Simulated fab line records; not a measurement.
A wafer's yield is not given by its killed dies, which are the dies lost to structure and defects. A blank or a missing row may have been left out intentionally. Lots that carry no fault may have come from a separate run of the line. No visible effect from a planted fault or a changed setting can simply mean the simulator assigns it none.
A lot that was struck, set against a sound lot || flow nand harc || 21 steps out of a route of 1302
Sound: these wafers, L705.3, L705.4, L705.6. Struck: wafers L718.3, L718.5, L718.6. At the end, the cause is stated.
Per side, at each step with rows, come the tool, then ch with its chambers, and then its first start. Under that, the readings that differ: sound wafers || struck wafers || difference of the means || sigmas: that difference in standard deviations of wafers without a fault.
alike: words and numbers the same on both sides, and readings whose means are apart by under 2 such deviations; not compared: readings that were withheld, readings missing a value for some wafer, numbers with overlapping values and no deviation given by the record, and bounds like >300 which may hide the same value.
A row with sigmas, a row that says differs or no value, or rows on one side alone: a step with any of these is where the two part. When numbers do not overlap yet have no deviation, they are printed without sigmas and do not part them. A reading missing from all wafers of one side parts the sides only when that side holds two or more wafers.

NHARC_A_CONTACT_CMP_20: polishes, t overpolish 30 s, target thk 300 nm.
  sound on cmp-02 ch 0,2,3, day 25 13:49; struck on cmp-02 ch 2,3, day 31 10:19
  alike: motor current A, overpolish run s, time to endpoint s
  not compared: pad life wafers
after that, 1 step had no rows for these wafers: NHARC_A_CONTACT_SRD_22.
NHARC_A_CONTACT_INSPECT_23:
  struck on defect inspect-02, day 31 10:43; sound on defect inspect-01, day 25 14:10
  alike: raw defect count
then, 8 steps without rows for these wafers: NHARC_A_BLC_DEHYDRATE_00 (time 120 s); NHARC_A_BLC_HMDS_01 (time 30 s); NHARC_A_BLC_COAT_02 (time 75 s); NHARC_A_BLC_COAT_03 (time 65 s); NHARC_A_BLC_COAT_04 (resist thk 90 nm); NHARC_A_BLC_SOFTBAKE_05 (time 55 s); NHARC_A_BLC_EBR_06; NHARC_A_BLC_EXPOSE_07 (exposes mask A BLC, target cd 100 nm).
NHARC_A_BLC_PEB_08: peb time 65 s.
  sound on litho track-04 ch 0, day 25 14:35; struck on litho track-06 ch 0, day 31 11:09
{"reading": "heater power total W (W)", "sound": "156.9 156.8 155.9", "struck": "152.6 153.3 152.4", "difference": -3.8, "sigmas": -9}
{"reading": "plate temp C (C)", "sound": "100.23 100.18 100.22", "struck": "98.38 98.29 98.17", "difference": -1.93, "sigmas": -16}
then, 1 step without rows for these wafers: NHARC_A_BLC_DEVELOP_09 (develop time 35 s).
NHARC_A_BLC_CD_MEAS_10 targets a cd of 100 nm.
  sound on cd sem-01 ch 0, day 25 14:40; struck on cd sem-03 ch 0, day 31 11:14
{"reading": "cd nm (nm)", "sound": "99.7 100.6 100.1", "struck": "94.5 95.1 94.2", "difference": -5.5, "sigmas": -9}
NHARC_A_BLC_OVL_MEAS_11:
  struck on overlay-01, day 31 11:19; sound on overlay-02, day 25 14:46
  alike: overlay x nm, overlay y nm
NHARC_A_BLC_INSPECT_12:
  struck on defect inspect-02, day 31 11:21; sound on defect inspect-01, day 25 14:47
{"reading": "raw defect count", "sound": "131 145 139", "struck": "34 41 43", "difference": -99, "sigmas": -3}
NHARC_A_BLC_DESCUM_15: chemistry O2, time 3 s.
  sound on rie diel-13 ch 0,3, day 25 14:52; struck on rie diel-13 ch 0,1,3, day 31 11:26
{"reading": "oes product au (a.u.)", "sound": "1.017 1.018 1.006", "struck": "0.993 0.984 0.990", "difference": -0.025, "sigmas": -3}
{"reading": "rf vpp V (V)", "sound": "56.8 55.4 56.1", "struck": "58.9 57.6 57.9", "difference": "+2.0", "sigmas": "+2"}
{"reading": "model.A_BLC.cd nm (nm)", "sound": "99.55 99.61 100", "struck": "93.8 94.97 94.66", "difference": -5.2, "sigmas": ""}
  alike: drypump motor current A, showerhead plenum p Torr, throttle valve pct
  not compared: rf hours counter h
NHARC_A_BLC_ETCH_16: etches the open film in CF4, target depth 39 nm, time 65 s.
  sound on rie diel-13 ch 1,2,3, day 25 14:56; struck on rie diel-13 ch 0,3, day 31 11:30
  alike: drypump motor current A, oes product au, rf vpp V, showerhead plenum p Torr, throttle valve pct
  not compared: rf hours counter h
NHARC_A_BLC_ETCH_17: etches the open film in N2/H2, target depth 390 nm, time 609.38 s.
  sound: rie diel-13 ch 1,2,3; struck: rie diel-13 ch 0,3
  alike: drypump motor current A, oes product au, rf vpp V, showerhead plenum p Torr, throttle valve pct
  not compared: rf hours counter h
NHARC_A_BLC_ETCH_18: etches the open film in C4F8/O2/Ar, target depth 910 nm.
  sound: rie diel-13 ch 0,1,2; struck: rie diel-13 ch 0,1,3
  alike: oes product au, rf vpp V
  not compared: rf hours counter h, model.A_BLC.cd nm
NHARC_A_BLC_CD_MEAS_19:
  struck on cd sem-03, day 31 12:23; sound on cd sem-03, day 25 15:50
  alike: cd nm

## WHERE THEY PART
First at NHARC_A_BLC_PEB_08; last, within this record, at NHARC_A_BLC_DESCUM_15. Later steps at which nothing parts them and some readings are alike: NHARC_A_BLC_ETCH_16, NHARC_A_BLC_ETCH_17, NHARC_A_BLC_ETCH_18, NHARC_A_BLC_CD_MEAS_19.

WHY: the cause the simulator had injected
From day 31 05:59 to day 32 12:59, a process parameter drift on litho track-06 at NHARC_A_BLC_PEB_08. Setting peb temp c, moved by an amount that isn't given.
